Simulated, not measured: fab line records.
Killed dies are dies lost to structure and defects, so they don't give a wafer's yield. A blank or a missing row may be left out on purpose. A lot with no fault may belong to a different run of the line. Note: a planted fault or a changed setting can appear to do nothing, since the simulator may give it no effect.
fab line records	flow n5Finfet
[record] lots = 6	wafers = 18	lastDay = 17
route steps=1938 shown MIM_BOT_LITHO@1856 MIM_BOT_ETCH@1866
lots with no fault: from the same line, run without faults
startH: start of the lot's first displayed wafer, in hours after the record's first day	waitH: hours elapsed since this lot's preceding step	" same as the row above	L1.1+2: one row covering several wafers at once	- no value, or no start given	* or withheld: withheld	< > ~ a bound
route shown NAME@n: names a module that has steps shown in the file, with the first one's number in the route	usual: average and standard deviation across the fault-free wafers	same: alike in all rows	chamber/n: place in a boat	sites: each site's reading	_std_site: standard deviation across them	_edge_site: outer sites' mean less inner sites'	radiusMm: for every site, how far away it sits from the centre of the wafer	mask NAME#n: copy n	behind: the tool/chamber that last shaped the wafer	hold: cause of the lot's hold/its duration in hours/its outcome	device: the transistor (n, p or np) that didn't switch	end of line: tests run on the same wafers once the route is complete	a step given without rows: its recipe and nothing more	killed: at the first sort, the dies lost to defects and structure; wafer yield is something else	map: the dies of a wafer, with x for killed, . for not killed, _ for no die there
set.NAME: setting as actually run; set.NAME@STEP: the setting as run at that earlier step	model.NAME: the simulator's own value behind a step, which no gauge read
lots seen at some steps along the route; tables by step, rows by wafer
services: from which hour (startH, from the record's first day; less than 0 if before it) a tool's chamber was out of use, for how many hours, and why
[[steps]]
[step N5_MIM_BOT_LITHO_EBR_04]
[recipe] solvent = PGMEA	ebrWidthMm = 1.5
[step N5_MIM_BOT_LITHO_SOFTBAKE_03]
[recipe] tempC = 100	timeS = 90
[step N5_MIM_BOT_LITHO_EXPOSE_05]
[recipe] maskId = MIM_BOT	na = 0.55	sourceShape = conventional	sigmaOuter = 0.8	polarization = unpolarized	doseMj = 24.25
[step N5_MIM_BOT_LITHO_PEB_06]
[recipe] pebTempC = withheld	pebTimeS = *
[step N5_MIM_BOT_LITHO_DEVELOP_07]
[recipe] developTimeS = 60	rinseLiquid = diw	dry = airSpin	devTempC = 21
[step N5_MIM_BOT_LITHO_HARDBAKE_09]
[recipe] tempC = 130	timeS = 120
[step N5_MIM_BOT_LITHO_CD_MEAS_08]
[recipe] targetCdNm = 3000	landingEnergyEv = 500	detector = seInlens	polarity = opening
[usual] cdNm = 3000.0/1.6
lot.wafer	tool	chamber	startH	waitH	cdNm
L321.2	cdSem-01	0	255.79	-	2997.7
L321.3	"	0	"	"	2999.9
L321.6	"	0	"	"	2998.6
L328.1	cdSem-01	0	316.53	-	3001.0
L328.4	"	0	"	"	3000.8
L328.5	"	0	"	"	3004.0
L332.1	cdSem-02	0	324.34	-	3000.3
L332.4	"	0	"	"	2998.9
L332.6	"	0	"	"	2999.9
L330.4	cdSem-03	0	326.38	-	2998.7
L330.5	"	0	"	"	2998.8
L330.6	"	0	"	"	2998.5
L340.3	cdSem-03	0	386.87	-	3002.8
L340.4	"	0	"	"	2998.0
L340.5	"	0	"	"	3001.8
L339.1	cdSem-01	0	393.66	-	2998.8
L339.2	"	0	"	"	2999.8
L339.5	"	0	"	"	2999.4
[step N5_MIM_BOT_LITHO_OVL_MEAS_11]
[recipe] pointsPerWafer = 44
[usual] MIM_BOT_OVL = 4/5.3
lot.wafer	tool	chamber	startH	waitH	MIM_BOT_OVL[nm]
L321.2	overlay-01	0	255.82	0.0	-5
L321.3	"	0	"	"	-9
L321.6	"	0	"	"	5
L328.1	overlay-01	0	316.56	0.0	7
L328.4	"	0	"	"	6
L328.5	"	0	"	"	7
L332.1	overlay-01	0	324.37	0.0	0
L332.4	"	0	"	"	-5
L332.6	"	0	"	"	6
L330.4	overlay-01	0	326.41	0.0	0
L330.5	"	0	"	"	6
L330.6	"	0	"	"	-2
L340.3	overlay-01	0	386.90	0.0	2
L340.4	"	0	"	"	-6
L340.5	"	0	"	"	3
L339.1	overlay-02	0	393.69	0.0	6
L339.2	"	0	"	"	-3
L339.5	"	0	"	"	-2
[step N5_MIM_BOT_LITHO_INSPECT_12]
[recipe] mode = adi	inspectInstrument = macro
[usual] rawDefectCount = 2.2/1.5
lot.wafer	tool	chamber	startH	waitH	rawDefectCount
L321.2	defectInspect-01	-	255.84	0.0	2
L321.3	"	-	"	"	0
L321.6	"	-	"	"	6
L328.1	defectInspect-01	-	316.59	0.0	1
L328.4	"	-	"	"	3
L328.5	"	-	"	"	0
L332.1	defectInspect-02	-	324.39	0.0	3
L332.4	"	-	"	"	3
L332.6	"	-	"	"	4
L330.4	defectInspect-01	-	326.43	0.0	3
L330.5	"	-	"	"	1
L330.6	"	-	"	"	5
L340.3	defectInspect-02	-	386.93	0.0	3
L340.4	"	-	"	"	4
L340.5	"	-	"	"	3
L339.1	defectInspect-02	-	393.72	0.0	2
L339.2	"	-	"	"	0
L339.5	"	-	"	"	1
[step N5_MIM_BOT_LITHO_DESCUM_10]
[recipe] chemistry = O2	timeS = 7.9	sourcePowerW = 50	biasPowerW = 20	pressureMtorr = 20	rfFrequencyHz = 2.712e+07	tempC = 40	o2FlowSccm = 225
[usual] biasPowerW = 20.01/0.061	drypumpMotorCurrentA = 5.6/0.52	o2FlowSccm = 225.1/0.64	oesProductAu = 0.81/0.07	rfVppV = 243.3/1.2	showerheadPlenumPTorr = 2.09/0.052	tempC = 39.99/0.11	throttleValvePct = 20.33/0.2
lot.wafer	tool	chamber	startH	waitH	biasPowerW	drypumpMotorCurrentA	o2FlowSccm	oesProductAu	rfHoursCounterH	rfVppV	showerheadPlenumPTorr	tempC	throttleValvePct
L321.2	rieDiel-06	0	256.06	0.2	20.04	5.8	224.3	0.69	238	242.7	2.05	40.03	20.36
L321.3	"	1	"	"	20.05	5.3	224.7	0.86	41	244.8	2.13	40.07	20.46
L321.6	"	2	"	"	20.04	6.1	225.7	0.81	-	243.1	2.03	40.10	20.41
L328.1	rieDiel-02	2	316.62	0.0	20.08	4.9	224.7	0.76	144	243.3	2.09	40.12	20.66
L328.4	"	0	"	"	20.00	5.0	226.2	0.87	40	244.1	2.22	40.00	20.31
L328.5	"	2	"	"	20.10	4.9	225.4	0.76	-	243.1	2.09	39.98	20.64
L332.1	rieDiel-06	0	324.43	0.0	20.06	5.8	224.4	0.96	6	242.0	2.04	39.99	20.08
L332.4	"	3	"	"	20.02	5.0	225.5	0.94	25	241.5	2.05	40.07	20.26
L332.6	"	0	"	"	19.97	5.8	224.7	0.97	-	243.2	2.04	40.01	20.08
L330.4	rieDiel-04	0	326.49	0.1	20.07	6.3	223.9	0.76	-	242.6	2.11	39.85	20.01
L330.5	"	2	"	"	20.06	5.1	224.7	0.83	-	243.2	2.10	40.02	20.17
L330.6	"	3	"	"	20.01	5.5	226.0	0.75	-	244.3	2.09	40.12	20.51
L340.3	rieDiel-04	1	386.96	0.0	20.01	5.5	224.7	0.93	16	241.3	2.05	39.89	20.29
L340.4	"	0	"	"	19.93	6.3	224.3	0.75	137	244.7	2.10	39.99	20.04
L340.5	"	2	"	"	19.97	5.1	224.2	0.81	-	242.8	2.09	40.12	20.19
L339.1	rieDiel-02	0	394.17	0.5	19.89	5.0	225.5	0.82	67	244.3	2.21	40.00	20.38
L339.2	"	3	"	"	20.00	5.9	224.8	0.81	105	244.7	2.19	39.75	20.24
L339.5	"	2	"	"	19.96	5.0	226.0	0.72	-	244.3	2.08	40.06	20.69
[step N5_MIM_BOT_ETCH_ETCH_04]
[recipe] chemistry = CF4/O2	target = SiNx	targetDepthA = 260	timeS = 13	ionEnergyEv = 100	pressureMtorr = 40	sourceW = 535	biasW = 49	Ar_flow_sccm = 100	cf4FlowSccm = 100	O2_flow_sccm = 10
[usual] biasW = 49.01/0.16	drypumpMotorCurrentA = 5.6/0.53	oes_f_703_au = 0.81/0.069	oesProductAu = 0.82/0.07	rfVppV = 240.1/2.5	showerheadPlenumPTorr = 2.21/0.055	throttleValvePct = 15.90/0.18
lot.wafer	tool	chamber	startH	waitH	biasW	drypumpMotorCurrentA	oes_f_703_au	oesProductAu	rfHoursCounterH	rfVppV	showerheadPlenumPTorr	throttleValvePct
L321.2	rieDiel-06	0	256.12	0.0	49.28	5.8	0.70	0.70	238	239.0	2.17	16.08
L321.3	"	1	"	"	48.94	5.3	0.85	0.86	41	239.9	2.24	15.95
L321.6	"	2	"	"	48.86	6.1	0.79	0.81	-	240.6	2.14	15.92
L328.1	rieDiel-02	2	316.69	0.0	49.07	4.9	0.76	0.76	144	236.9	2.20	16.21
L328.4	"	0	"	"	48.79	5.0	0.85	0.86	40	239.8	2.34	15.88
L328.5	"	2	"	"	49.03	4.9	0.76	0.76	-	238.2	2.20	16.20
L332.1	rieDiel-06	0	324.49	0.0	49.10	5.8	0.98	1.00	6	238.0	2.17	15.65
L332.4	"	3	"	"	48.88	5.0	0.93	0.95	25	237.2	2.16	15.80
L332.6	"	0	"	"	48.93	5.8	0.98	0.98	-	238.9	2.17	15.65
L330.4	rieDiel-04	0	326.56	0.0	48.84	6.2	0.77	0.78	-	243.8	2.22	15.62
L330.5	"	2	"	"	49.11	5.1	0.84	0.86	-	239.8	2.22	15.80
L330.6	"	3	"	"	49.05	5.5	0.74	0.75	-	243.8	2.20	16.09
L340.3	rieDiel-04	1	387.03	0.0	49.01	5.5	0.92	0.94	16	238.6	2.16	15.74
L340.4	"	0	"	"	49.02	6.3	0.75	0.76	137	243.2	2.21	15.68
L340.5	"	2	"	"	49.01	5.2	0.81	0.82	-	238.5	2.22	15.84
L339.1	rieDiel-02	0	394.24	0.0	49.04	5.0	0.81	0.81	67	240.2	2.32	15.94
L339.2	"	3	"	"	49.25	5.9	0.81	0.81	105	243.0	2.31	15.84
L339.5	"	2	"	"	48.96	5.0	0.74	0.74	-	238.7	2.19	16.25
[step N5_MIM_BOT_ETCH_ETCH_03]
[recipe] chemistry = Cl2/BCl3	targetDepthA = 120	pressureMtorr = 8	icpW = 800	biasW = 100	Cl2_flow_sccm = 20	bcl3FlowSccm = 80
[usual] biasW = 99.97/0.28	drypumpMotorCurrentA = 5.99/0.24	oesProductAu = 0.79/0.11	throttleValvePct = 27.68/0.12
lot.wafer	tool	chamber	startH	waitH	biasW	drypumpMotorCurrentA	oesProductAu	rfHoursCounterH	throttleValvePct
L321.2	rieMetal-03	1	256.21	0.1	100.19	6.12	0.83	31	27.50
L321.3	"	1	"	"	100.15	6.12	0.83	-	27.50
L321.6	"	0	"	"	99.50	5.78	0.98	-	27.76
L328.1	rieMetal-01	1	316.77	0.1	99.81	5.72	0.62	109	27.62
L328.4	"	1	"	"	99.97	5.74	0.61	-	27.61
L328.5	"	1	"	"	99.82	5.73	0.62	-	27.62
L332.1	rieMetal-01	0	324.58	0.1	100.03	6.43	0.74	51	27.67
L332.4	"	0	"	"	99.59	6.41	0.74	-	27.67
L332.6	"	0	"	"	100.13	6.39	0.74	-	27.68
L330.4	rieMetal-01	0	326.65	0.1	100.06	6.36	0.74	-	27.68
L330.5	"	1	"	"	100.45	5.71	0.61	-	27.62
L330.6	"	0	"	"	100.04	6.37	0.73	-	27.69
L340.3	rieMetal-03	0	387.14	0.1	99.75	5.78	0.90	-	27.78
L340.4	"	1	"	"	99.95	6.19	0.78	-	27.54
L340.5	"	1	"	"	99.83	6.18	0.78	-	27.52
L339.1	rieMetal-02	0	394.32	0.1	99.75	6.11	0.88	15	27.88
L339.2	"	1	"	"	100.27	5.84	0.70	76	27.67
L339.5	"	0	"	"	99.73	6.09	0.89	-	27.88
[step N5_MIM_BOT_ETCH_ETCH_00]
[recipe] chemistry = Cl2/BCl3	target = TiN	targetDepthA = 455	ionEnergyEv = 150	pressureMtorr = 10	icpW = 1000	biasW = 126	Cl2_flow_sccm = 53.25	bcl3FlowSccm = 21.75	Ar_flow_sccm = 25
[usual] biasW = 126.0/0.35	drypumpMotorCurrentA = 5.99/0.24	oesProductAu = 0.79/0.11	throttleValvePct = 22.03/0.13
lot.wafer	tool	chamber	startH	waitH	biasW	drypumpMotorCurrentA	oesProductAu	rfHoursCounterH	throttleValvePct	model.etch.depthNm
L321.2	rieMetal-03	1	256.30	0.1	126.4	6.11	0.83	31	21.80	46.82
L321.3	"	1	"	"	126.5	6.14	0.83	-	21.81	47.04
L321.6	"	0	"	"	125.7	5.77	0.98	-	22.14	46.39
L328.1	rieMetal-01	1	316.86	0.1	125.9	5.71	0.61	109	22.00	44.83
L328.4	"	1	"	"	126.0	5.73	0.62	-	21.99	45.08
L328.5	"	1	"	"	126.0	5.73	0.62	-	21.98	45.26
L332.1	rieMetal-01	0	324.67	0.1	162.2	6.38	0.78	51	21.96	49.29
L332.4	"	0	"	"	162.0	6.39	0.78	-	21.97	49.35
L332.6	"	0	"	"	162.5	6.43	0.78	-	21.95	49.58
L330.4	rieMetal-01	0	326.75	0.1	162.9	6.43	0.78	-	21.94	50.56
L330.5	"	1	"	"	126.2	5.74	0.61	-	21.99	45.15
L330.6	"	0	"	"	162.8	6.43	0.78	-	21.97	50.31
L340.3	rieMetal-03	0	387.24	0.1	125.8	5.79	0.90	-	22.18	45.98
L340.4	"	1	"	"	125.6	6.13	0.80	-	21.82	46.75
L340.5	"	1	"	"	126.2	6.15	0.79	-	21.85	47.04
L339.1	rieMetal-02	0	394.41	0.1	125.7	6.11	0.89	15	22.17	45.85
L339.2	"	1	"	"	126.1	5.82	0.69	76	22.04	45.06
L339.5	"	0	"	"	126.3	6.10	0.89	-	22.15	46.39
[step N5_MIM_BOT_ETCH_STRIP_01]
[recipe] chemistry = O2	powerW = 600	tempC = 60	pressureMtorr = 30	rfFrequencyHz = 6e+07	biasPowerW = 0	overashFraction = 0.5	o2FlowSccm = 225
[usual] drypumpMotorCurrentA = 5.6/0.54	o2FlowSccm = 225.0/0.61	oesProductAu = 0.82/0.069	rfVppV = 3.6/1.4	showerheadPlenumPTorr = 2.10/0.06	tempC = 60.01/0.12	throttleValvePct = 16.58/0.17
[same] biasPowerW = 0
lot.wafer	tool	chamber	startH	waitH	drypumpMotorCurrentA	o2FlowSccm	oesProductAu	rfHoursCounterH	rfVppV	showerheadPlenumPTorr	tempC	throttleValvePct
L321.2	rieDiel-06	2	256.44	0.1	6.1	225.5	0.82	77	4.1	2.04	60.20	16.66
L321.3	"	1	"	"	5.3	224.1	0.84	41	1.7	2.14	60.04	16.67
L321.6	"	0	"	"	5.8	225.4	0.69	-	5.7	2.06	59.87	16.67
L328.1	rieDiel-06	2	317.05	0.1	6.0	224.1	0.77	99	2.2	2.03	60.19	16.66
L328.4	"	0	"	"	5.8	225.3	0.99	3	3.9	2.05	59.94	16.29
L328.5	"	1	"	"	5.3	224.4	0.83	-	4.0	2.13	59.99	16.79
L332.1	rieDiel-04	2	324.81	0.1	5.1	225.6	0.82	95	2.5	2.10	59.96	16.43
L332.4	"	2	"	"	5.1	226.3	0.84	-	0.4	2.10	60.10	16.45
L332.6	"	3	"	"	5.5	224.6	0.74	-	5.2	2.09	60.15	16.76
L330.4	rieDiel-04	2	326.90	0.1	5.2	225.6	0.83	-	3.0	2.10	59.79	16.42
L330.5	"	3	"	"	5.5	225.3	0.73	-	3.3	2.09	60.02	16.76
L330.6	"	0	"	"	6.2	225.7	0.79	-	4.1	2.11	60.18	16.31
L340.3	rieDiel-06	2	387.35	0.1	6.1	225.6	0.73	126	2.4	2.02	60.21	16.73
L340.4	"	3	"	"	5.0	224.8	0.89	48	4.3	2.05	59.92	16.48
L340.5	"	1	"	"	5.3	225.2	0.79	-	4.7	2.12	59.98	16.74
L339.1	rieDiel-02	1	394.59	0.1	6.7	224.0	0.84	93	4.4	2.03	59.83	16.60
L339.2	"	2	"	"	4.9	225.3	0.74	170	2.3	2.08	59.96	16.90
L339.5	"	1	"	"	6.7	224.6	0.85	-	1.5	2.03	59.91	16.58
[[services]]
tool	chamber	startH	hours	kind
rieDiel-06	3	240.20	-	clean
rieDiel-06	3	240.20	-	consumableReplace:focusRing
rieDiel-06	3	240.20	19.6	scheduledDown
rieDiel-06	3	240.20	19.6	ventCycle
rieDiel-04	1	283.96	9.8	repair
rieMetal-02	-	290.93	2.8	pm
rieDiel-06	0	291.93	-	clean
rieDiel-06	0	291.93	-	consumableReplace:focusRing
rieDiel-06	0	291.93	14.4	scheduledDown
rieDiel-06	0	291.93	14.4	ventCycle
rieDiel-04	2	306.92	9.3	repair
rieDiel-04	1	322.19	-	clean
rieDiel-04	1	322.19	-	consumableReplace:focusRing
rieDiel-04	1	322.19	16.8	scheduledDown
rieDiel-04	1	322.19	16.8	ventCycle
rieMetal-01	1	356.72	-	clean
rieMetal-01	1	356.72	34.2	scheduledDown
rieMetal-01	1	356.72	34.2	ventCycle
rieDiel-02	0	360.62	1.7	repair
rieDiel-04	-	370.58	2.8	pm
rieDiel-02	3	381.32	10.0	repair
rieDiel-04	3	392.98	7.8	repair
[[key]]
[firstSign] step = N5_MIM_BOT_ETCH_ETCH_00	reading = biasW	direction = up	sigmas = 99+	usual = *	struck = *
effect none on later readings
[modelEffect] step = N5_MIM_BOT_ETCH_ETCH_00	value = etch.depthNm	without = 45.29	struck = 49.82
metAt N5_MIM_BOT_ETCH_ETCH_00
struckWafers L330.4,L330.6,L332.1,L332.4,L332.6
[fault] kind = processParameterDrift	tool = rieMetal-01	chamber = 0	onsetH = 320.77	steps = N5_MIM_BOT_ETCH_ETCH_00	channel = biasW	offset = *	shape = step	endH = 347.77	actsIn = *	stated = *
